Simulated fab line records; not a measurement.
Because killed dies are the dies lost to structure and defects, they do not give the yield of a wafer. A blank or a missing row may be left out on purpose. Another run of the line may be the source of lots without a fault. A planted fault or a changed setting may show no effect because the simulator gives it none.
fab line records	flow nand_harc
record lots=7	wafers=18	last_day=31
route steps=1302 shown P_M1@297 END@1302
lots with no fault: from the same line, run without faults
start_h: hours from the record's first day to the start of the lot's first wafer shown	wait_h: hours since the lot's step before	" identical to the entry in the row above	L1.1+2: a single row standing in for several wafers	- no value, or no start given	* or withheld: withheld	< > ~ a bound
route shown NAME@n: names a module that has steps shown in the file, with the first one's number in the route	usual: mean and standard deviation over wafers with no fault	same: alike in all rows	chamber/n: place in a boat	sites: per-site readings	_std_site: their standard deviation	_edge_site: outer sites' mean less inner sites'	radius_mm: how far each site lies from the wafer's centre	mask NAME#n: copy n	behind: tool/chamber where the wafer was last shaped	hold: why the lot was held/for how many hours/how that ended	device: the transistor (n, p or np) that didn't switch	end of line: the same wafers' tests at the end of the route	a step without rows: its recipe alone	killed: the dies lost at the first sort to structure and to defects; this is not the yield of the wafer	map: shows each die of a wafer: x if killed, . if not, _ if none is there
set.NAME: the setting that was run; set.NAME@STEP: the one run at that earlier step	model.NAME: the simulator's own value behind a step, which no gauge read
lots at some steps of the route; a table a step, a row a wafer
services: a tool's chamber out of use, with start hour (start_h, from the record's first day; less than 0 if before it), hours out, and reason
## steps
# step NHARC_P_M1_INSPECT_11
# usual raw_defect_count=4.4/2.8
lot.wafer	tool	chamber	start_h	wait_h	raw_defect_count
L388.1	defect_inspect-01	-	130.68	0.0	7
L388.2	"	-	"	"	3
L388.5	"	-	"	"	3
L396.2	defect_inspect-02	-	204.29	0.0	5
L396.6	"	-	"	"	9
L397.1	defect_inspect-01	-	213.21	0.0	12
L397.3	"	-	"	"	7
L399.2	defect_inspect-01	-	232.46	0.0	8
L399.6	"	-	"	"	5
L404.2	defect_inspect-01	-	286.25	0.0	4
L404.4	"	-	"	"	7
L404.6	"	-	"	"	2
L405.1	defect_inspect-01	-	291.02	0.0	3
L405.2	"	-	"	"	2
L405.5	"	-	"	"	2
L406.2	defect_inspect-02	-	305.71	0.0	2
L406.3	"	-	"	"	2
L406.6	"	-	"	"	0
# step NHARC_P_M1_DESCUM_14
# recipe time_s=3	o2_flow_sccm=200	ar_flow_sccm=0	bias_power_w=0	chemistry=O2
# step NHARC_P_M1_ETCH_35
# recipe target_depth_a=400	overetch_a=120	time_s=43.94	ion_energy_ev=200	n2_flow_sccm=150	h2_flow_sccm=150	ar_flow_sccm=0	rf_w=400	bias_w=150	chemistry=N2/H2
# step NHARC_P_M1_ETCH_15
# recipe target_depth_a=1825	time_s=91.2	c4f8_flow_sccm=withheld	ar_flow_sccm=400	rf_w=600	bias_w=300	chemistry=C4F8/Ar
# step NHARC_P_M1_CD_MEAS_16
# usual cd_nm=130.1/0.82
lot.wafer	tool	chamber	start_h	wait_h	cd_nm
L388.1	cd_sem-03	-	131.09	-	129.4
L388.2	"	-	"	"	130.5
L388.5	"	-	"	"	130.0
L396.2	cd_sem-03	-	204.66	-	132.1
L396.6	"	-	"	"	130.7
L397.1	cd_sem-02	-	213.57	-	130.2
L397.3	"	-	"	"	130.6
L399.2	cd_sem-02	-	232.83	-	130.3
L399.6	"	-	"	"	130.6
L404.2	cd_sem-01	-	286.62	-	130.7
L404.4	"	-	"	"	130.4
L404.6	"	-	"	"	129.4
L405.1	cd_sem-03	-	291.43	-	131.5
L405.2	"	-	"	"	131.3
L405.5	"	-	"	"	131.4
L406.2	cd_sem-03	-	306.07	-	130.6
L406.3	"	-	"	"	130.4
L406.6	"	-	"	"	129.6
# step NHARC_P_M1_STRIP_18
# recipe power_w=1000	n2_flow_sccm=150	h2_flow_sccm=150	ar_flow_sccm=0	bias_w=0	chemistry=N2/H2
# usual chamber_pressure_mTorr=30.00/0.03	drypump_motor_current_A=5.6/0.43	oes_product_au=1.003/0.0096	power_w=1000.3/2.7	rf_vpp_V=90.5/1.1	showerhead_plenum_p_Torr=2.02/0.11	throttle_valve_pct=14.171/0.0085
lot.wafer	tool	chamber	start_h	wait_h	chamber_pressure_mTorr	drypump_motor_current_A	oes_product_au	power_w	rf_hours_counter_h	rf_vpp_V	showerhead_plenum_p_Torr	throttle_valve_pct
L388.1	rie_diel-12	0	131.17	0.1	29.97	5.8	1.000	1000.0	3	89.2	2.14	14.169
L388.2	"	2	"	"	30.00	4.9	1.000	1002.3	2	90.2	2.09	14.198
L388.5	"	2	"	"	30.02	4.8	1.001	996.3	-	90.6	2.09	14.166
L396.2	rie_diel-06	1	204.81	0.1	30.05	5.5	1.010	1003.4	7	91.2	1.89	14.181
L396.6	"	3	"	"	30.01	5.3	1.016	999.9	-	90.4	2.05	14.162
L397.1	rie_diel-06	1	213.67	0.1	30.04	5.6	1.005	1001.7	7	90.7	1.89	14.161
L397.3	"	2	"	"	30.02	5.8	0.994	996.7	7	90.7	2.17	14.163
L399.2	rie_diel-06	0	232.90	0.1	29.99	6.3	0.984	1000.2	8	89.3	1.89	14.180
L399.6	"	0	"	"	29.97	6.3	0.989	996.0	-	89.0	1.89	14.185
L404.2	rie_diel-12	0	286.73	0.1	30.04	5.8	0.996	997.4	1	91.9	2.14	14.175
L404.4	"	3	"	"	29.97	5.3	1.009	1003.7	-	90.1	1.90	14.162
L404.6	"	0	"	"	29.96	5.8	0.991	997.3	-	90.5	2.14	14.182
L405.1	rie_diel-06	2	291.51	0.1	30.03	5.8	1.000	998.0	14	92.2	2.17	14.174
L405.2	"	0	"	"	30.00	6.4	0.982	1002.9	13	89.0	1.89	14.171
L405.5	"	2	"	"	29.99	5.8	0.997	998.2	-	92.5	2.17	14.174
L406.3	rie_diel-06	1	306.15	0.1	30.06	5.5	1.001	996.5	15	88.7	1.89	14.166
L406.2	"	2	"	"	30.02	5.8	0.996	1001.1	15	91.9	2.17	14.180
L406.6	"	2	"	"	30.03	5.8	1.000	1006.3	-	92.7	2.17	14.174
# step NHARC_P_M1_ETCH_28
# recipe target_depth_a=300	over_etch_frac=0.3	time_s=72.99	ion_energy_ev=150	cf4_flow_sccm=50	n2_flow_sccm=100	ar_flow_sccm=150	rf_w=300	bias_w=100	chemistry=CF4/N2
# step NHARC_P_M1_STRIP_19
# recipe time_s=600	temp_c=30	chemistry=post_etch_residue_remover
# step NHARC_P_M1_DEGAS_29
# recipe temp_c=250	time_s=60
# usual heater_power_w=337/40	susceptor_temp_C=250.02/0.17
lot.wafer	tool	chamber	start_h	wait_h	heater_power_w	susceptor_temp_C
L388.2	pvd_sputter-02	-	131.89	-	264	249.99
L388.1	"	-	"	"	358	249.74
L388.5	"	-	"	"	357	250.10
L396.2	pvd_sputter-03	-	205.39	-	317	249.75
L396.6	"	-	"	"	325	250.08
L397.1	pvd_sputter-02	-	214.30	-	341	250.25
L397.3	"	-	"	"	337	250.13
L399.2	pvd_sputter-02	-	233.55	-	270	250.02
L399.6	"	-	"	"	340	250.25
L404.2	pvd_sputter-03	-	287.40	-	383	250.20
L404.4	"	-	"	"	333	250.01
L404.6	"	-	"	"	327	249.93
L405.2	pvd_sputter-03	-	292.16	-	388	250.09
L405.1	"	-	"	"	352	249.98
L405.5	"	-	"	"	385	250.08
L406.3	pvd_sputter-03	-	306.78	-	318	250.00
L406.2	"	-	"	"	360	250.32
L406.6	"	-	"	"	362	249.99
# step NHARC_P_M1_PRE_CLEAN_30
# recipe time_s=30	temp_c=280	gas=H2/He
# usual heater_power_w=415/51	susceptor_temp_C=280.01/0.17
lot.wafer	tool	chamber	start_h	wait_h	heater_power_w	susceptor_temp_C
L388.1	pvd_sputter-02	-	-	-	424	279.88
L388.2	"	-	"	"	444	280.36
L388.5	"	-	"	"	431	279.91
L396.2	pvd_sputter-03	-	-	-	479	280.00
L396.6	"	-	"	"	400	280.20
L397.1	pvd_sputter-02	-	-	-	441	279.94
L397.3	"	-	"	"	421	279.84
L399.2	pvd_sputter-02	-	-	-	435	279.98
L399.6	"	-	"	"	422	279.99
L404.2	pvd_sputter-03	-	-	-	392	280.18
L404.4	"	-	"	"	483	280.01
L404.6	"	-	"	"	389	280.16
L405.2	pvd_sputter-03	-	-	-	391	279.94
L405.1	"	-	"	"	448	280.09
L405.5	"	-	"	"	390	280.00
L406.3	pvd_sputter-03	-	-	-	451	280.14
L406.2	"	-	"	"	460	279.99
L406.6	"	-	"	"	442	279.85
# step NHARC_P_M1_PVD_20
# recipe target_thk_a=50	bias_v=168.6	power_w=15000	chamber_pressure_pa=0.12	time_s=8.06	substrate_temp_c=50	material=TaN
# step NHARC_P_M1_PVD_21
# recipe target_thk_a=300	chamber_pressure_pa=5	power_w=5000	substrate_temp_c=30	time_s=20.49	material=Cu
# usual throttle_valve_pct=30.0/0.8
lot.wafer	tool	chamber	start_h	wait_h	throttle_valve_pct
L388.2	pvd_sputter-02	-	-	-	29.7
L388.1	"	-	"	"	29.2
L388.5	"	-	"	"	29.7
L396.2	pvd_sputter-03	-	-	-	30.5
L396.6	"	-	"	"	31.2
L397.1	pvd_sputter-02	-	-	-	29.4
L397.3	"	-	"	"	28.7
L399.2	pvd_sputter-02	-	-	-	28.5
L399.6	"	-	"	"	29.0
L404.2	pvd_sputter-03	-	-	-	30.4
L404.4	"	-	"	"	30.5
L404.6	"	-	"	"	30.6
L405.2	pvd_sputter-03	-	-	-	30.2
L405.1	"	-	"	"	30.1
L405.5	"	-	"	"	30.3
L406.2	pvd_sputter-03	-	-	-	30.3
L406.3	"	-	"	"	30.5
L406.6	"	-	"	"	30.0
# step NHARC_P_M1_ECD_22
# recipe target_thk_a=4000	bath_temp_c=25	material=Cu
lot.wafer	tool	chamber	start_h	wait_h
L388.2+1+5	ecd_cu-02	0,1,0	132.23	-
L396.2+6	ecd_cu-02	0,1	205.83	-
L397.1+3	ecd_cu-02	0	214.65	-
L399.2+6	ecd_cu-02	0	233.90	-
L404.2+4+6	ecd_cu-02	1,0,1	287.76	-
L405.1+2+5	ecd_cu-01	1,0,0	292.51	-
L406.2+3+6	ecd_cu-02	1,0,0	307.15	-
# step NHARC_P_M1_ANNEAL_31
# recipe temp_c=225	time_s=90
# usual wafer_temp_C_max=226.20/0.27
lot.wafer	tool	chamber	start_h	wait_h	wafer_temp_C_max
L388.1	rtp_anneal-02	0	132.61	-	226.24
L388.2	"	0	"	"	226.40
L388.5	"	0	"	"	226.02
L396.2	rtp_anneal-01	0	206.22	0.3	226.00
L396.6	"	0	"	"	226.04
L397.1	rtp_anneal-01	0	215.02	-	225.99
L397.3	"	0	"	"	226.21
L399.2	rtp_anneal-02	0	234.33	0.4	226.54
L399.6	"	0	"	"	226.10
L404.2	rtp_anneal-02	0	288.19	-	226.74
L404.4	"	0	"	"	226.11
L404.6	"	0	"	"	226.35
L405.1	rtp_anneal-02	0	292.89	0.3	225.88
L405.2	"	0	"	"	226.06
L405.5	"	0	"	"	226.09
L406.2	rtp_anneal-02	0	307.57	-	226.44
L406.3	"	0	"	"	226.34
L406.6	"	0	"	"	226.33
# step NHARC_P_M1_CMP_23
# recipe t_overpolish_s=20	target_thk_nm=157.82
# usual motor_current_A=13.0/1.5	time_to_endpoint_s=28.6/2.6
lot.wafer	tool	chamber	start_h	wait_h	motor_current_A	time_to_endpoint_s
L388.1	cmp-03	0	132.95	-	13.9	26.8
L388.2	"	1	"	"	12.0	23.5
L388.5	"	0	"	"	13.1	23.4
L396.2	cmp-01	3	206.56	-	11.2	17.0
L396.6	"	1	"	"	15.7	28.5
L397.1	cmp-02	0	215.37	-	14.0	26.1
L397.3	"	1	"	"	12.2	19.1
L399.2	cmp-03	1	234.65	-	12.3	16.6
L399.6	"	1	"	"	12.1	27.1
L404.4	cmp-03	1	288.51	-	12.2	29.9
L404.2	"	3	"	"	12.2	34.9
L404.6	"	1	"	"	12.2	31.2
L405.2	cmp-02	1	293.24	-	12.7	27.8
L405.1	"	2	"	"	15.3	27.5
L405.5	"	1	"	"	12.0	27.3
L406.2	cmp-03	1	307.89	-	12.5	30.6
L406.3	"	3	"	"	11.8	32.6
L406.6	"	0	"	"	13.6	28.7
# step NHARC_P_M1_THK_MEAS_24
# recipe thk_meas_gauge=xrf
# usual thk_nm=157.9/1.4
lot.wafer	tool	chamber	start_h	wait_h	thk_nm
L388.1	film_metro-02	-	133.26	-	156.1
L388.2	"	-	"	"	155.0
L388.5	"	-	"	"	155.9
L396.2	film_metro-01	-	206.82	-	158.5
L396.6	"	-	"	"	156.7
L397.1	film_metro-01	-	215.68	-	159.5
L397.3	"	-	"	"	157.5
L399.2	film_metro-01	-	234.93	-	156.8
L399.6	"	-	"	"	157.8
L404.2	film_metro-01	-	288.80	-	159.8
L404.4	"	-	"	"	156.2
L404.6	"	-	"	"	159.0
L405.1	film_metro-02	-	293.55	-	156.6
L405.2	"	-	"	"	156.1
L405.5	"	-	"	"	157.6
L406.2	film_metro-02	-	308.18	-	158.7
L406.3	"	-	"	"	159.6
L406.6	"	-	"	"	158.9
# step NHARC_END_SORT_01
# recipe temp_c=25
# usual defect_limited_yield=91.0/2.8	killed_at_array=56/18	killed_at_other=1.4/1.5	killed_at_periphery=4/3.1	killed_dies=61/19	killed_open=3.5/1.8	killed_short=2.4/1.4
# same gross_dies=677
lot.wafer	tool	chamber	start_h	wait_h	defect_limited_yield[%]	killed_at_array	killed_at_other	killed_at_periphery	killed_dies	killed_open	killed_short
L388.1	prober-02	0	561.38	2.5	91.4	56	0	2	58	4	2
L388.2	prober-02	0	562.19	2.8	88.6	75	0	2	77	4	5
L388.5	prober-02	0	564.61	3.7	88.8	73	0	3	76	3	3
L396.2	prober-01	0	636.53	2.8	88.5	67	0	11	78	4	3
L396.6	prober-01	0	639.76	4.0	87.7	74	1	8	83	5	3
L405.1	prober-02	0	714.39	2.5	90.5	58	4	2	64	6	2
L405.2	prober-02	0	715.19	2.8	91.0	55	2	4	61	3	7
L405.5	prober-02	0	717.60	3.7	91.1	56	3	1	60	4	1
# killed by level:class
L388.1 A_CHANNEL_HOLE_D1:chamber_film_flake=30 A_SLIT:chamber_film_flake=9 A_STAIRCASE:chamber_film_flake=5 A_CHANNEL_HOLE_D2:chamber_film_flake=4 A_M1:geometric_particle:open=2 A_CONTACT:chamber_film_flake=2 P_CONTACT:geometric_particle:short=1 A_CHANNEL_FILL_D2:geometric_particle:short=1
L388.2 A_CHANNEL_HOLE_D1:chamber_film_flake=31 A_SLIT:chamber_film_flake=19 A_CHANNEL_HOLE_D2:chamber_film_flake=8 A_CONTACT:chamber_film_flake=6 A_CHANNEL_FILL_D1:chamber_film_flake=2 P_M0:geometric_particle:open=1 P_M2:geometric_particle:short=1 A_ONON_D1:geometric_particle:short=1
L388.5 A_CHANNEL_HOLE_D1:chamber_film_flake=31 A_SLIT:chamber_film_flake=20 A_CHANNEL_HOLE_D2:chamber_film_flake=5 A_CONTACT:chamber_film_flake=5 A_STAIRCASE:chamber_film_flake=3 P_M0:chamber_film_flake=2 A_CHANNEL_FILL_D1:chamber_film_flake=2 A_DECK1_JOINT:chamber_film_flake=2
L396.2 A_CHANNEL_HOLE_D1:chamber_film_flake=35 A_SLIT:chamber_film_flake=19 A_CHANNEL_HOLE_D2:chamber_film_flake=4 P_M2:chamber_film_flake=3 P_BONDPAD:chamber_film_flake=3 A_CHANNEL_FILL_D1:geometric_particle:open=2 P_STI:chamber_film_flake=2 P_GATE:geometric_particle:short=1
L396.6 A_SLIT:chamber_film_flake=26 A_CHANNEL_HOLE_D1:chamber_film_flake=22 A_CHANNEL_HOLE_D2:chamber_film_flake=15 P_BONDPAD:chamber_film_flake=3 P_STI:chamber_film_flake=2 P_GATE:chamber_film_flake=2 P_M0:geometric_particle:open=1 A_ONON_D1:geometric_particle:open=1
L405.1 A_CHANNEL_HOLE_D1:chamber_film_flake=33 A_SLIT:chamber_film_flake=8 A_CONTACT:chamber_film_flake=8 THIN_TSV:chamber_film_flake=3 A_STAIRCASE:chamber_film_flake=2 P_GATE:geometric_particle:open=1 P_CONTACT:geometric_particle:open=1 A_ONON_D1:geometric_particle:short=1
L405.2 A_CHANNEL_HOLE_D1:chamber_film_flake=28 A_CONTACT:chamber_film_flake=9 A_SLIT:chamber_film_flake=5 A_DECK1_JOINT:geometric_particle:open=2 A_WL_FILL:chamber_film_flake=2 A_CHANNEL_FILL_D1:chamber_film_flake=2 THIN_TSV:chamber_film_flake=2 P_STI:geometric_particle:short=1
L405.5 A_CHANNEL_HOLE_D1:chamber_film_flake=36 A_SLIT:chamber_film_flake=8 A_CONTACT:chamber_film_flake=5 THIN_TSV:chamber_film_flake=3 A_CHANNEL_HOLE_D1:geometric_particle:open=2 P_M1:geometric_particle:open=1 A_CHANNEL_FILL_D1:geometric_particle:short=1 A_M0:geometric_particle:open=1
## services
tool	chamber	start_h	hours	kind
rie_diel-12	2	110.85	8.3	repair
ecd_cu-01	-	119.91	1.0	repair
cmp-03	-	125.98	2.2	repair
ecd_cu-01	-	126.76	1.0	repair
rie_diel-12	1	127.38	14.8	repair
rie_diel-06	-	130.20	9.0	pm
cmp-02	-	134.50	4.0	pm
cmp-02	-	139.21	1.9	repair
rie_diel-06	0	154.93	4.5	repair
ecd_cu-01	-	160.52	8.0	pm
cmp-03	-	163.76	4.0	pm
pvd_sputter-03	-	170.00	10.0	pm
ecd_cu-01	-	177.20	14.5	repair
rie_diel-06	3	199.18	2.7	repair
ecd_cu-02	-	212.64	1.7	repair
cmp-02	-	232.50	4.0	pm
rie_diel-12	0	233.15	14.6	repair
ecd_cu-02	-	244.03	8.0	pm
cmp-03	-	253.25	3.3	repair
cmp-03	-	261.76	4.0	pm
rie_diel-12	-	268.40	9.0	pm
rie_diel-12	1	280.85	24.9	repair
pvd_sputter-02	-	282.00	10.0	pm
rie_diel-06	-	307.20	9.0	pm
## key
first_sign step=NHARC_P_M1_CMP_23	reading=time_to_endpoint_s	direction=down	sigmas=4.3	usual=*	struck=*
effect none on later readings
met_at NHARC_P_M1_ECD_22
struck_wafers L396.2,L397.3,L399.2
sort_left_out L397.3
onset_between 132.23 205.83
fault kind=process_parameter_drift	tool=ecd_cu-02	chamber=-	onset_h=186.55	steps=NHARC_P_M1_ECD_22	channel=target_thk_a	offset=*	shape=step	end_h=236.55	scope=struck_wafers_only	acts_in=*	stated=*
# sort_left_out: the simulated sort isn't trusted on such a fault, so these wafers' sort isn't shown, and their yield isn't known
